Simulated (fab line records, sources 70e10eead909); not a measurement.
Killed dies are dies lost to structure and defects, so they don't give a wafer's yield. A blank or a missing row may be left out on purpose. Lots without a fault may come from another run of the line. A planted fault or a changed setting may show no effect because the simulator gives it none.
fab line records | flow nand_harc
record lots=6 wafers=18 last_day=33
route steps=1302 shown A_CONTACT@1046 END@1302
lots that met no fault: from a run of the same line without faults
start_h: hours from the record's first day to the start of the lot's first wafer shown | wait_h: hours since the lot's step before | " the same as in the row above | L1.1+2: a row that stands for several wafers | - no value, or no start given | * or withheld: withheld | < > ~ a bound
route shown NAME@n: a module of which the file shows steps, and the number in the route of the first | usual: mean/standard deviation of fault-free wafers | same: alike in all rows | chamber/n: place in a boat | sites: the reading at each site | _std_site: their standard deviation | _edge_site: outer sites' mean less inner sites' | radius_mm: how far each site lies from the wafer's centre | mask NAME#n: copy n | behind: the tool/chamber that last shaped the wafer | hold: why the lot was held/for how many hours/how that ended | device: the transistor (n, p or np) that didn't switch | end of line: the same wafers' tests at the end of the route | a step without rows: its recipe alone | killed: dies lost to structure and defects at the first sort, not the wafer's yield | map: a wafer's dies, x killed, . not, _ none there
set.NAME: the setting as run; set.NAME@STEP: as run at that earlier step | model.NAME: the simulator's own value behind a step, which no gauge read
lots at some steps of the route; a table a step, a row a wafer
services: from which hour (start_h, from the record's first day; less than 0 if before it) a tool's chamber was out of use, for how many hours, and why
## steps
# step NHARC_A_CONTACT_ETCH_78
# recipe target_depth_a=53000 over_etch_frac=0.3 time_s=1378 ion_energy_ev=150 o2_flow_sccm=400 cos_flow_sccm=20 ar_flow_sccm=0 rf_w=500 bias_w=300 chemistry=O2/COS
# step NHARC_A_CONTACT_ETCH_124
# recipe source_w=withheld pressure_mtorr=20 bias_v=withheld time_s=140 target_depth_a=7000 ar_flow_sccm=withheld c4f8_flow_sccm=withheld o2_flow_sccm=withheld chemistry=C4F8/O2/Ar
# step NHARC_A_CONTACT_ETCH_125
# recipe source_w=withheld pressure_mtorr=20 bias_v=3000 time_s=197 target_depth_a=19180 ar_flow_sccm=withheld c4f8_flow_sccm=withheld o2_flow_sccm=withheld chemistry=C4F8/O2/Ar
# step NHARC_A_CONTACT_ETCH_126
# recipe source_w=withheld pressure_mtorr=20 bias_v=3000 time_s=197 target_depth_a=19180 ar_flow_sccm=withheld c4f8_flow_sccm=withheld o2_flow_sccm=withheld chemistry=C4F8/O2/Ar
# step NHARC_A_CONTACT_ETCH_127
# recipe source_w=withheld pressure_mtorr=20 bias_v=3000 time_s=197 target_depth_a=19180 ar_flow_sccm=withheld c4f8_flow_sccm=withheld o2_flow_sccm=withheld chemistry=C4F8/O2/Ar
# step NHARC_A_CONTACT_ETCH_128
# recipe source_w=withheld pressure_mtorr=20 bias_v=3000 time_s=197 target_depth_a=19180 ar_flow_sccm=withheld c4f8_flow_sccm=withheld o2_flow_sccm=withheld chemistry=C4F8/O2/Ar
# step NHARC_A_CONTACT_ETCH_129
# recipe source_w=withheld pressure_mtorr=20 bias_v=3000 time_s=197 target_depth_a=19180 ar_flow_sccm=withheld c4f8_flow_sccm=withheld o2_flow_sccm=withheld chemistry=C4F8/O2/Ar
# step NHARC_A_CONTACT_ETCH_130
# recipe source_w=withheld pressure_mtorr=20 bias_v=3000 time_s=197 target_depth_a=19180 ar_flow_sccm=withheld c4f8_flow_sccm=withheld o2_flow_sccm=withheld chemistry=C4F8/O2/Ar
# columns lot.wafer tool chamber start_h wait_h rf_hours_counter_h
L831.2 har_cap_etch-01 1 519.77 0.1 1
L831.1 " 0 " " 1
L831.3 " 1 " " -
L837.2 har_cap_etch-02 1 603.27 0.1 101
L837.3 " 0 " " -
L837.6 " 0 " " -
L843.1 har_cap_etch-02 0 657.48 0.1 111
L843.2 " 1 " " 111
L843.3 " 0 " " -
L846.4 har_cap_etch-01 1 674.34 0.1 -
L846.5 " 0 " " -
L846.6 " 1 " " -
L847.2 har_cap_etch-01 0 695.71 0.1 34
L847.3 " 0 " " -
L847.6 " 1 " " -
L851.1 har_cap_etch-01 1 722.99 0.1 40
L851.3 " 0 " " -
L851.6 " 0 " " -
# step NHARC_A_CONTACT_ETCH_131
# recipe source_w=withheld pressure_mtorr=20 bias_v=3000 time_s=197 target_depth_a=19180 ar_flow_sccm=withheld c4f8_flow_sccm=withheld o2_flow_sccm=withheld chemistry=C4F8/O2/Ar
# step NHARC_A_CONTACT_ETCH_132
# recipe source_w=withheld pressure_mtorr=20 bias_v=3000 time_s=197 target_depth_a=19240 ar_flow_sccm=withheld c4f8_flow_sccm=withheld o2_flow_sccm=withheld chemistry=C4F8/O2/Ar
# step NHARC_A_CONTACT_ETCH_133
# recipe source_w=withheld pressure_mtorr=20 bias_v=400 time_s=374 target_depth_a=16100 ar_flow_sccm=withheld c4f8_flow_sccm=11.5 o2_flow_sccm=7.2 chemistry=C4F8/O2/Ar
# step NHARC_A_CONTACT_ETCH_91
# recipe target_depth_a=400 over_etch_frac=0.5 time_s=85.7 ion_energy_ev=120 ch3f_flow_sccm=50 o2_flow_sccm=30 ar_flow_sccm=200 rf_w=500 bias_w=100 chemistry=CH3F/O2
# step NHARC_A_CONTACT_ETCH_97
# recipe target_depth_a=200 over_etch_frac=0.5 time_s=10 ion_energy_ev=250 c4f6_flow_sccm=25 o2_flow_sccm=20 ar_flow_sccm=500 rf_w=600 bias_w=500 chemistry=C4F6/O2
# usual drypump_motor_current_A=5.8/0.4 oes_product_au=0.954/0.02 rf_vpp_V=545.4/2.2 showerhead_plenum_p_Torr=3.85/0.1 throttle_valve_pct=26.904/0.0089
# columns lot.wafer tool chamber start_h wait_h drypump_motor_current_A oes_product_au rf_hours_counter_h rf_vpp_V showerhead_plenum_p_Torr throttle_valve_pct
L831.3 rie_diel-03 2 521.28 - 5.5 0.966 19 548.8 3.89 26.891
L831.1 " 0 " " 6.1 0.961 20 546.1 3.92 26.907
L831.2 " 1 " " 5.8 0.968 22 551.0 4.21 26.902
L837.3 rie_diel-08 3 604.70 - 6.2 0.949 12 544.0 3.78 26.901
L837.2 " 1 " " 5.9 0.968 8 544.8 3.81 26.900
L837.6 " 3 " " 6.2 0.946 - 544.8 3.78 26.911
L843.1 rie_diel-03 3 658.93 - 5.1 0.942 6 544.6 3.82 26.909
L843.2 " 0 " " 6.1 0.943 5 546.4 3.90 26.893
L843.3 " 1 " " 5.8 0.957 5 552.6 4.20 26.900
L846.4 rie_diel-08 1 675.71 - 5.9 0.944 20 544.7 3.80 26.895
L846.5 " 1 " " 5.9 0.952 - 544.4 3.80 26.903
L846.6 " 2 " " 6.0 0.945 - 545.4 3.84 26.889
L847.2 rie_diel-08 3 697.13 - 6.2 0.958 28 542.5 3.77 26.896
L847.3 " 1 " " 5.8 0.950 24 546.7 3.80 26.908
L847.6 " 2 " " 6.0 0.954 - 546.7 3.83 26.907
L851.3 rie_diel-02 2 724.70 0.4 5.0 0.977 58 545.8 3.84 26.889
L851.1 " 0 " " 5.2 0.978 53 548.9 3.90 26.905
L851.6 " 2 " " 5.0 0.972 - 545.0 3.84 26.893
# step NHARC_A_CONTACT_CD_MEAS_80
# usual cd_nm=289.6/0.84
# columns lot.wafer tool chamber start_h wait_h cd_nm
L831.1 cd_sem-02 - 521.36 - 290.5
L831.2 " - " " 290.5
L831.3 " - " " 291.4
L837.2 cd_sem-02 - 604.79 - 290.0
L837.3 " - " " 289.4
L837.6 " - " " 289.3
L843.1 cd_sem-03 - 659.01 - 290.2
L843.2 " - " " 290.3
L843.3 " - " " 289.8
L846.4 cd_sem-02 - 675.80 - 289.4
L846.5 " - " " 290.1
L846.6 " - " " 288.8
L847.2 cd_sem-03 - 697.21 - 289.8
L847.3 " - " " 290.8
L847.6 " - " " 289.9
L851.1 cd_sem-03 - 724.78 - 289.1
L851.3 " - " " 290.0
L851.6 " - " " 290.0
# step NHARC_A_CONTACT_STRIP_103
# recipe n2_flow_sccm=150 h2_flow_sccm=150 ar_flow_sccm=0 bias_w=0 chemistry=N2/H2
# step NHARC_A_CONTACT_STRIP_104
# recipe cf4_flow_sccm=100 chf3_flow_sccm=30 ar_flow_sccm=0 bias_w=0 chemistry=CF4/CHF3
# step NHARC_A_CONTACT_STRIP_105
# recipe o2_flow_sccm=400 cos_flow_sccm=20 ar_flow_sccm=0 bias_w=0 chemistry=O2/COS
# step NHARC_A_CONTACT_ETCH_106
# recipe target_depth_a=900 overetch_a=90 time_s=49.5 ion_energy_ev=100 cf4_flow_sccm=80 o2_flow_sccm=20 ar_flow_sccm=0 rf_w=300 bias_w=100 chemistry=CF4/O2
# step NHARC_A_CONTACT_STRIP_82
# recipe o2_flow_sccm=500 ar_flow_sccm=0 bias_w=0 chemistry=O2
# usual drypump_motor_current_A=5.7/0.42 oes_product_au=0.996/0.011 rf_vpp_V=57.7/0.8 showerhead_plenum_p_Torr=3.49/0.11 throttle_valve_pct=17.036/0.0087
# columns lot.wafer tool chamber start_h wait_h drypump_motor_current_A oes_product_au rf_hours_counter_h rf_vpp_V showerhead_plenum_p_Torr throttle_valve_pct
L831.1 rie_diel-08 2 - - 6.0 0.991 22 57.3 3.46 17.034
L831.2 " 3 " " 6.2 0.998 24 56.9 3.41 17.034
L831.3 " 0 " " 5.9 1.016 24 57.3 3.44 17.049
L837.2 rie_diel-02 2 - - 4.9 0.989 13 57.3 3.48 17.024
L837.3 " 3 " " 5.2 1.013 13 58.3 3.41 17.032
L837.6 " 2 " " 5.0 0.985 - 58.2 3.48 17.028
L843.3 rie_diel-08 1 - - 5.8 0.997 19 57.3 3.42 17.038
L843.1 " 3 " " 6.2 1.011 23 58.3 3.39 17.028
L843.2 " 0 " " 5.9 0.999 23 56.6 3.42 17.030
L846.4 rie_diel-02 3 - - 5.2 0.999 42 57.1 3.39 17.047
L846.6 " 3 " " 5.2 1.007 - 57.5 3.39 17.052
L846.5 " 0 " " 5.3 0.998 - 57.3 3.51 17.038
L847.2 rie_diel-03 0 - - 6.1 0.975 15 58.4 3.50 17.034
L847.3 " 1 " " 5.8 0.988 17 60.0 3.77 17.034
L847.6 " 1 " " 5.8 0.990 - 57.1 3.77 17.033
L851.1 rie_diel-02 0 - - 5.2 1.000 53 56.8 3.50 17.027
L851.3 " 2 " " 4.9 0.999 59 57.7 3.45 17.048
L851.6 " 2 " " 5.0 1.001 - 57.7 3.45 17.039
# step NHARC_A_CONTACT_STRIP_83
# recipe time_s=600 temp_c=30 chemistry=post_etch_residue_remover
# step NHARC_A_CONTACT_DEP_84
# recipe target_thk_a=28000 temp_c=400 material=aC
# usual throttle_valve_pct=35.000/0.0096
# columns lot.wafer tool chamber start_h wait_h throttle_valve_pct
L831.1 acl_dep-01 0 523.19 - 35.013
L831.2 " 0 " " 34.989
L831.3 " 0 " " 34.998
L837.2 acl_dep-01 0 610.40 - 35.015
L837.3 " 0 " " 34.989
L837.6 " 0 " " 34.991
L843.1 acl_dep-03 0 662.40 - 34.994
L843.2 " 0 " " 35.000
L843.3 " 0 " " 34.991
L846.4 acl_dep-01 0 682.68 - 35.007
L846.5 " 0 " " 35.009
L846.6 " 0 " " 35.013
L847.2 acl_dep-02 0 698.55 - 35.003
L847.3 " 0 " " 35.014
L847.6 " 0 " " 34.992
L851.1 acl_dep-01 0 726.64 - 35.003
L851.3 " 0 " " 35.005
L851.6 " 0 " " 34.996
# step NHARC_A_CONTACT_DEP_85
# recipe target_thk_a=600 target_thk_nm=60 temp_c=400 pressure_torr=3.5 flow_sccm=200 rf_w=350 material=SiON
# step NHARC_A_CONTACT_DEHYDRATE_00
# recipe temp_c=150 time_s=120
# step NHARC_A_CONTACT_HMDS_01
# recipe time_s=30
# step NHARC_A_CONTACT_COAT_86
# recipe temp_c=260 time_s=75
# step NHARC_A_CONTACT_COAT_87
# recipe temp_c=225 time_s=65
# step NHARC_A_CONTACT_COAT_02
# recipe spin_rpm=1500 resist_thk_nm=90
# step NHARC_A_CONTACT_SOFTBAKE_03
# recipe temp_c=105 time_s=55
# step NHARC_A_CONTACT_EBR_04
# step NHARC_A_CONTACT_EXPOSE_05
# recipe na=1.35 sigma_outer=0.8 dose_mj=84.24 mask_id=A_CC
# step NHARC_A_CONTACT_PEB_06
# recipe peb_temp_c=100 peb_time_s=65
# step NHARC_A_CONTACT_DEVELOP_07
# recipe develop_time_s=35 dev_temp_c=23
# step NHARC_A_CONTACT_CD_MEAS_08
# recipe target_cd_nm=200 landing_energy_ev=500
# usual cd_nm=199.7/0.52
# same landing_energy_ev=500
# columns lot.wafer tool chamber start_h wait_h cd_nm
L831.1 cd_sem-02 0 525.51 - 200.0
L831.2 " 0 " " 200.3
L831.3 " 0 " " 200.5
L837.2 cd_sem-01 0 612.58 - 200.1
L837.3 " 0 " " 200.2
L837.6 " 0 " " 199.7
L843.1 cd_sem-01 0 664.76 - 200.2
L843.2 " 0 " " 199.4
L843.3 " 0 " " 199.7
L846.4 cd_sem-02 0 684.18 - 199.4
L846.5 " 0 " " 199.0
L846.6 " 0 " " 199.6
L847.2 cd_sem-02 0 700.61 - 199.4
L847.3 " 0 " " 199.7
L847.6 " 0 " " 199.9
L851.1 cd_sem-01 0 729.11 - 199.7
L851.3 " 0 " " 199.7
L851.6 " 0 " " 199.8
# step NHARC_A_CONTACT_OVL_MEAS_09
# usual overlay_x_nm=-0.1/0.87 overlay_y_nm=0.0/0.9
# columns lot.wafer tool chamber start_h wait_h overlay_x_nm overlay_y_nm
L831.1 overlay-01 - 525.60 - -1.0 2.5
L831.2 " - " " -1.5 1.7
L831.3 " - " " -0.8 1.9
L837.2 overlay-01 - 612.66 - 1.1 0.2
L837.3 " - " " 0.9 0.1
L837.6 " - " " 0.6 0.5
L843.1 overlay-02 - 664.85 - -1.2 0.0
L843.2 " - " " -0.9 -0.1
L843.3 " - " " -0.6 0.1
L846.4 overlay-01 - 684.26 - 0.1 -0.6
L846.5 " - " " 0.2 -1.5
L846.6 " - " " 0.7 -1.2
L847.2 overlay-02 - 700.70 - -0.6 -0.6
L847.3 " - " " 0.1 -0.3
L847.6 " - " " -0.2 -0.1
L851.1 overlay-01 - 729.19 - -1.1 0.2
L851.3 " - " " -1.0 0.0
L851.6 " - " " -0.6 -0.5
# step NHARC_A_CONTACT_DESCUM_13
# recipe time_s=3 o2_flow_sccm=200 ar_flow_sccm=0 bias_power_w=0 chemistry=O2
# step NHARC_A_CONTACT_ETCH_88
# recipe target_depth_a=390 over_etch_frac=0.3 time_s=65 ion_energy_ev=80 cf4_flow_sccm=150 ar_flow_sccm=0 rf_w=300 bias_w=100 chemistry=CF4
# step NHARC_A_CONTACT_ETCH_89
# recipe target_depth_a=2600 over_etch_frac=0.3 time_s=475.3 ion_energy_ev=200 n2_flow_sccm=150 h2_flow_sccm=150 ar_flow_sccm=0 rf_w=400 bias_w=150 chemistry=N2/H2
# step NHARC_A_CONTACT_ETCH_30
# recipe target_depth_a=726 time_s=36.3 cf4_flow_sccm=100 chf3_flow_sccm=30 ar_flow_sccm=0 rf_w=500 bias_w=200 chemistry=CF4/CHF3
# usual chf3_flow_sccm=30.01/0.095 drypump_motor_current_A=5.8/0.34 oes_product_au=0.932/0.018 rf_vpp_V=369.6/1.5 showerhead_plenum_p_Torr=1.54/0.041 throttle_valve_pct=16.803/0.0086
# columns lot.wafer tool chamber start_h wait_h chf3_flow_sccm drypump_motor_current_A oes_product_au rf_hours_counter_h rf_vpp_V showerhead_plenum_p_Torr throttle_valve_pct
L831.1 rie_diel-08 0 - - 30.07 5.9 0.930 25 368.8 1.53 16.799
L831.3 " 2 " " 29.90 6.0 0.908 22 369.1 1.54 16.787
L831.2 " 3 " " 30.11 6.1 0.933 25 368.2 1.52 16.801
L837.3 rie_diel-02 0 - - 29.98 5.2 0.926 21 370.5 1.57 16.798
L837.2 " 1 " " 29.93 6.2 0.918 19 372.4 1.67 16.801
L837.6 " 1 " " 29.75 6.2 0.906 - 373.2 1.67 16.801
L843.3 rie_diel-03 1 - - 30.06 5.8 0.954 7 373.6 1.69 16.814
L843.1 " 2 " " 29.94 5.5 0.946 8 370.4 1.55 16.797
L843.2 " 3 " " 29.93 5.1 0.970 8 370.8 1.53 16.803
L846.4 rie_diel-02 2 - - 29.98 4.9 0.928 41 368.9 1.54 16.815
L846.5 " 3 " " 29.98 5.2 0.931 - 368.0 1.51 16.800
L846.6 " 0 " " 30.23 5.2 0.922 - 369.9 1.56 16.798
L847.2 rie_diel-02 2 - - 29.96 5.0 0.925 48 368.4 1.54 16.798
L847.3 " 3 " " 29.89 5.2 0.927 48 368.8 1.51 16.801
L847.6 " 1 " " 30.22 6.2 0.918 - 373.7 1.66 16.805
L851.1 rie_diel-03 1 - - 30.06 5.8 0.922 35 374.8 1.68 16.800
L851.3 " 3 " " 30.09 5.1 0.923 24 369.3 1.53 16.798
L851.6 " 0 " " 29.98 6.1 0.916 - 369.6 1.56 16.816
# step NHARC_A_CONTACT_ETCH_31
# recipe target_depth_a=28000 over_etch_frac=0.3 time_s=728 ion_energy_ev=150 o2_flow_sccm=400 cos_flow_sccm=20 ar_flow_sccm=0 rf_w=500 bias_w=300 chemistry=O2/COS
# step NHARC_A_CONTACT_ETCH_134
# recipe source_w=withheld pressure_mtorr=20 bias_v=withheld time_s=140 target_depth_a=7000 ar_flow_sccm=withheld c4f8_flow_sccm=withheld o2_flow_sccm=withheld chemistry=C4F8/O2/Ar
# columns lot.wafer tool chamber start_h wait_h rf_hours_counter_h
L831.2 har_cap_etch-03 1 527.23 - 47
L831.1 " 0 " " 47
L831.3 " 0 " " -
L837.2 har_cap_etch-01 1 614.97 - 20
L837.3 " 0 " " -
L837.6 " 1 " " -
L843.1 har_cap_etch-03 0 666.07 - 71
L843.2 " 1 " " 71
L843.3 " 0 " " -
L846.4 har_cap_etch-01 1 685.61 - -
L846.5 " 1 " " -
L846.6 " 0 " " -
L847.2 har_cap_etch-02 1 701.91 - 118
L847.3 " 1 " " -
L847.6 " 0 " " -
L851.1 har_cap_etch-01 0 730.61 - 41
L851.3 " 0 " " -
L851.6 " 1 " " -
# step NHARC_A_CONTACT_ETCH_135
# recipe source_w=withheld pressure_mtorr=20 bias_v=1200 time_s=311 target_depth_a=19120 ar_flow_sccm=withheld c4f8_flow_sccm=withheld o2_flow_sccm=withheld chemistry=C4F8/O2/Ar
# step NHARC_END_SORT_01
# recipe temp_c=25
# usual killed_at_array=64/18 killed_at_other=0.8/1.1 killed_at_periphery=3.8/2.7 killed_dies=68/18 killed_open=3.3/1.9 killed_short=2.3/1.8
# same gross_dies=677
# columns lot.wafer tool chamber start_h wait_h killed_at_array killed_at_other killed_at_periphery killed_dies killed_open killed_short
L831.1 prober-01 0 576.87 2.5 85 0 3 88 8 1
L831.2 prober-01 0 577.68 2.8 80 0 2 82 6 2
L831.3 prober-01 0 578.48 3.1 66 0 5 71 1 1
L837.2 prober-02 0 666.50 2.8 79 2 0 81 3 1
L837.3 prober-02 0 667.29 3.1 79 0 6 85 4 1
L837.6 prober-02 0 669.64 3.9 80 2 2 84 2 5
L843.1 prober-02 0 713.22 2.5 50 0 2 52 2 0
L843.2 prober-02 0 714.02 2.8 42 0 4 46 3 1
L843.3 prober-02 0 714.83 3.1 47 2 3 52 4 1
L846.4 prober-02 0 738.36 3.4 132 1 1 134 3 2
L846.5 prober-02 0 739.15 3.7 138 0 1 139 4 1
L846.6 prober-02 0 739.95 4.0 122 0 2 124 1 3
L847.2 prober-01 0 753.85 2.8 137 1 1 139 7 8
L847.3 prober-01 0 754.65 3.1 134 1 1 136 2 2
L847.6 prober-01 0 757.03 4.0 134 3 2 139 5 4
L851.1 prober-02 0 779.02 2.5 22 0 6 28 5 2
L851.3 prober-02 0 780.62 3.1 22 0 7 29 0 4
L851.6 prober-02 0 783.01 4.0 34 0 7 41 3 4
# killed by level:class
L831.1 A_CHANNEL_HOLE_D1:chamber_film_flake=31 A_SLIT:chamber_film_flake=28 A_SGD_CUT:chamber_film_flake=7 A_CHANNEL_HOLE_D2:chamber_film_flake=6 A_STAIRCASE:chamber_film_flake=5 A_ONON_D2:geometric_particle:open=2 P_M0:geometric_particle:open=1 A_CHANNEL_FILL_D1:geometric_particle:open=1
L831.2 A_CHANNEL_HOLE_D1:chamber_film_flake=34 A_SLIT:chamber_film_flake=20 A_CHANNEL_HOLE_D2:chamber_film_flake=9 A_SGD_CUT:chamber_film_flake=5 A_CHANNEL_FILL_D2:geometric_particle:open=3 A_CONTACT:chamber_film_flake=2 A_CHANNEL_HOLE_D1:geometric_particle:open=1 A_SGD_CUT:geometric_particle:short=1
L831.3 A_SLIT:chamber_film_flake=24 A_CHANNEL_HOLE_D1:chamber_film_flake=21 A_SGD_CUT:chamber_film_flake=7 A_CHANNEL_HOLE_D2:chamber_film_flake=6 P_M2:chamber_film_flake=4 A_WL_FILL:chamber_film_flake=3 A_STAIRCASE:chamber_film_flake=2 A_ONON_D2:geometric_particle:short=1
L837.2 A_SLIT:chamber_film_flake=32 A_CHANNEL_HOLE_D1:chamber_film_flake=30 A_CHANNEL_HOLE_D2:unspecified=5 A_CONTACT:chamber_film_flake=4 A_CHANNEL_FILL_D1:geometric_particle:open=2 A_CHANNEL_HOLE_D2:chamber_film_flake=2 A_WL_FILL:chamber_film_flake=2 A_SOURCE_PLATE:geometric_particle:short=1
L837.3 A_SLIT:chamber_film_flake=34 A_CHANNEL_HOLE_D1:chamber_film_flake=31 A_WL_FILL:chamber_film_flake=3 A_CONTACT:chamber_film_flake=3 P_CONTACT:geometric_particle:open=2 A_DECK1_JOINT:chamber_film_flake=2 A_CHANNEL_HOLE_D1:geometric_particle:open=1 A_ONON_D2:geometric_particle:short=1
L837.6 A_SLIT:chamber_film_flake=33 A_CHANNEL_HOLE_D1:chamber_film_flake=30 A_CHANNEL_HOLE_D2:unspecified=4 A_DECK1_JOINT:chamber_film_flake=3 A_ONON_D2:geometric_particle:short=2 A_WL_FILL:geometric_particle:short=2 THIN_TSV:chamber_film_flake=2 A_SOURCE_PLATE:geometric_particle:short=1
L843.1 A_CHANNEL_HOLE_D2:chamber_film_flake=24 A_CHANNEL_HOLE_D1:chamber_film_flake=11 A_SLIT:chamber_film_flake=7 P_GATE:chamber_film_flake=2 A_CHANNEL_FILL_D1:chamber_film_flake=2 A_CHANNEL_FILL_D2:chamber_film_flake=2 A_WL_FILL:geometric_particle:open=1 A_M0:geometric_particle:open=1
L843.2 A_CHANNEL_HOLE_D2:chamber_film_flake=20 A_CHANNEL_HOLE_D1:chamber_film_flake=9 A_CONTACT:chamber_film_flake=6 A_CHANNEL_FILL_D1:chamber_film_flake=3 P_GATE:geometric_particle:open=1 P_CONTACT:geometric_particle:open=1 A_CHANNEL_HOLE_D2:geometric_particle:open=1 A_M0:geometric_particle:short=1
L843.3 A_CHANNEL_HOLE_D2:chamber_film_flake=26 A_CHANNEL_HOLE_D1:chamber_film_flake=8 A_SLIT:chamber_film_flake=5 A_CHANNEL_HOLE_D2:geometric_particle:open=2 A_CONTACT:chamber_film_flake=2 THIN_TSV:chamber_film_flake=2 P_CONTACT:geometric_particle:open=1 P_CONTACT:geometric_particle:short=1
L846.4 A_CONTACT:unspecified=68 A_CHANNEL_HOLE_D1:chamber_film_flake=37 A_CHANNEL_HOLE_D2:chamber_film_flake=15 A_SLIT:chamber_film_flake=3 A_CHANNEL_FILL_D1:chamber_film_flake=2 A_STAIRCASE:chamber_film_flake=2 P_CONTACT:geometric_particle:open=1 A_ONON_D1:geometric_particle:open=1
L846.5 A_CONTACT:unspecified=75 A_CHANNEL_HOLE_D1:chamber_film_flake=31 A_CHANNEL_HOLE_D2:chamber_film_flake=19 A_SLIT:chamber_film_flake=6 A_STAIRCASE:chamber_film_flake=2 P_M1:geometric_particle:open=1 A_ONON_D2:geometric_particle:short=1 A_CHANNEL_FILL_D2:geometric_particle:open=1
L846.6 A_CONTACT:unspecified=67 A_CHANNEL_HOLE_D1:chamber_film_flake=28 A_CHANNEL_HOLE_D2:chamber_film_flake=16 A_SLIT:chamber_film_flake=3 A_M0:chamber_film_flake=2 A_CONTACT:chamber_film_flake=2 P_GATE:geometric_particle:short=1 P_M0:geometric_particle:short=1
L847.2 A_CONTACT:unspecified=66 A_CHANNEL_HOLE_D1:chamber_film_flake=28 A_CHANNEL_HOLE_D2:chamber_film_flake=23 A_CHANNEL_FILL_D1:geometric_particle:short=4 A_SLIT:chamber_film_flake=3 A_CONTACT:chamber_film_flake=3 A_ONON_D2:geometric_particle:open=2 P_M0:geometric_particle:open=1
L847.3 A_CONTACT:unspecified=69 A_CHANNEL_HOLE_D1:chamber_film_flake=30 A_CHANNEL_HOLE_D2:chamber_film_flake=20 A_SLIT:chamber_film_flake=4 A_CHANNEL_FILL_D1:chamber_film_flake=2 A_STAIRCASE:chamber_film_flake=2 A_CONTACT:chamber_film_flake=2 P_CONTACT:geometric_particle:open=1
L847.6 A_CONTACT:unspecified=68 A_CHANNEL_HOLE_D1:chamber_film_flake=27 A_CHANNEL_HOLE_D2:chamber_film_flake=24 A_STAIRCASE:chamber_film_flake=3 A_CONTACT:chamber_film_flake=3 A_CHANNEL_FILL_D1:chamber_film_flake=2 THIN_TSV:chamber_film_flake=2 P_STI:geometric_particle:short=1
L851.1 A_SLIT:chamber_film_flake=6 A_CONTACT:chamber_film_flake=5 A_M0:geometric_particle:open=2 A_ZERO_WELL:chamber_film_flake=2 A_CHANNEL_HOLE_D2:chamber_film_flake=2 P_CONTACT:geometric_particle:open=1 P_CONTACT:geometric_particle:short=1 A_ONON_D1:geometric_particle:open=1
L851.3 P_GATE:chamber_film_flake=6 A_SLIT:chamber_film_flake=5 A_CONTACT:chamber_film_flake=3 A_M1:chamber_film_flake=3 A_WL_FILL:geometric_particle:short=2 A_ZERO_WELL:chamber_film_flake=2 A_CHANNEL_HOLE_D1:chamber_film_flake=2 A_STAIRCASE:chamber_film_flake=2
L851.6 A_SLIT:chamber_film_flake=14 P_GATE:chamber_film_flake=6 A_CONTACT:chamber_film_flake=5 A_M1:chamber_film_flake=5 A_ONON_D1:geometric_particle:short=2 A_CHANNEL_FILL_D1:geometric_particle:short=1 A_CHANNEL_FILL_D1:geometric_particle:open=1 A_CHANNEL_HOLE_D2:geometric_particle:open=1
# map L846.5 (x killed, . not)
____________.____________
_________......._________
_______..........._______
______.............______
_____..............._____
____.................____
____...x.............____
___................xxx___
___................xxx___
__..............x..xxx.__
__...............xxx...__
_.............x.x.xxx..._
_..............x.xxxx..._
_..x...x.......x.xxx...._
_...............xx.xx..._
_xx.x..........xxxxx...._
......x......x.xxx.x.....
.x....x........xxxx......
.............x.x...x.....
.............x....x......
.................x.......
_..x...................._
_.........x............._
_......................._
_......x.x.x............_
_......xxxx............._
__...xxxxxxx...........__
__....xxxxxxx.....x....__
___...xxxxxxxxx...x...___
___.xxxxxxxxxx........___
____..xxxxxxx........____
____..xxxxxxxx.......____
_____x.xxxxxx......._____
______x.xxxxxx.....______
_______xxxxx......_______
_________..x...._________
____________.____________
# map L847.2 (x killed, . not)
____________.____________
_________......._________
_______..........._______
______.............______
_____..........x...x_____
____.................____
____......x..........____
___.....xx.x..x.x.....___
___..x..x.............___
__.......xxx.xx........__
__.....xxxxxx..........__
_x.....xxxxxxxxx........_
_..x...xxxxxxx.........._
_.xx.x.xxxxxxxx........._
_xxxx..xxxxxxxx........._
_x.xx...xxxxxx.x..x....._
...xx..xxxxxx.x.x........
xxxxx..x.xxxx.x...x......
x..xx...xx.xxxxxx...x....
xx.x......x..xx..........
x.x.........xx...........
_........x.xxxx........._
_x.x......x.xx.x........_
_..........xxx....x....._
_............x.x........_
_.......x.......x......._
__.....................__
__..x..................__
___...................___
___...................___
____..............x..____
____.................____
_____..............._____
______..x..........______
_______..........._______
_________......._________
____________.____________
## services
# columns tool chamber start_h hours kind
har_cap_etch-01 - 497.00 17.0 pm
har_cap_etch-01 0 497.00 17.0 vent_cycle
har_cap_etch-01 1 497.00 17.0 vent_cycle
rie_diel-02 0 502.42 - clean
rie_diel-02 1 502.42 - clean
rie_diel-02 2 502.42 - clean
rie_diel-02 - 504.80 1.1 repair
rie_diel-08 1 515.47 58.7 repair
rie_diel-08 - 544.80 9.0 pm
rie_diel-03 3 547.96 7.7 repair
acl_dep-01 - 553.22 13.0 pm
rie_diel-02 - 571.39 9.0 pm
acl_dep-02 - 577.19 1.0 repair
rie_diel-08 0 590.40 1.3 repair
rie_diel-03 1 604.28 7.1 repair
acl_dep-02 - 610.09 13.0 pm
rie_diel-03 - 636.16 9.0 pm
rie_diel-02 0 653.45 3.2 repair
acl_dep-03 - 664.11 13.0 pm
rie_diel-02 1 667.45 4.3 repair
rie_diel-03 3 705.00 14.9 repair
rie_diel-03 0 714.15 7.5 repair
rie_diel-02 3 718.45 9.2 repair
rie_diel-08 - 721.80 9.0 pm
## key
first_sign step=NHARC_END_SORT_01 reading=killed_at_array direction=up sigmas=3.8 usual=64 struck=133
effect step=NHARC_END_SORT_01 reading=killed_dies direction=up sigmas=3.7 usual=68 struck=135
more_kills_born_at NHARC_A_CONTACT_ETCH_97@rie_diel-08=412
met_at NHARC_A_CONTACT_ETCH_97
struck_wafers L846.4,L846.5,L846.6,L847.2,L847.3,L847.6
tester_left_out L846,L847
onset_between 604.70 675.71
also_fits NHARC_A_CONTACT_ETCH_30:rie_diel-02
fault kind=chamber_particle_source tool=rie_diel-08 chamber=- onset_h=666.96 steps=NHARC_A_CONTACT_ETCH_97 rate_per_visit_cm2=0.4735 end_h=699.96
# tester_left_out: of these lots the tester's yield and bins aren't shown, on N5 and GAA mostly nor the transistor test; their killed dies are dies lost to structure and defects alone, not to doping, threshold or leakage, so they don't give the yield
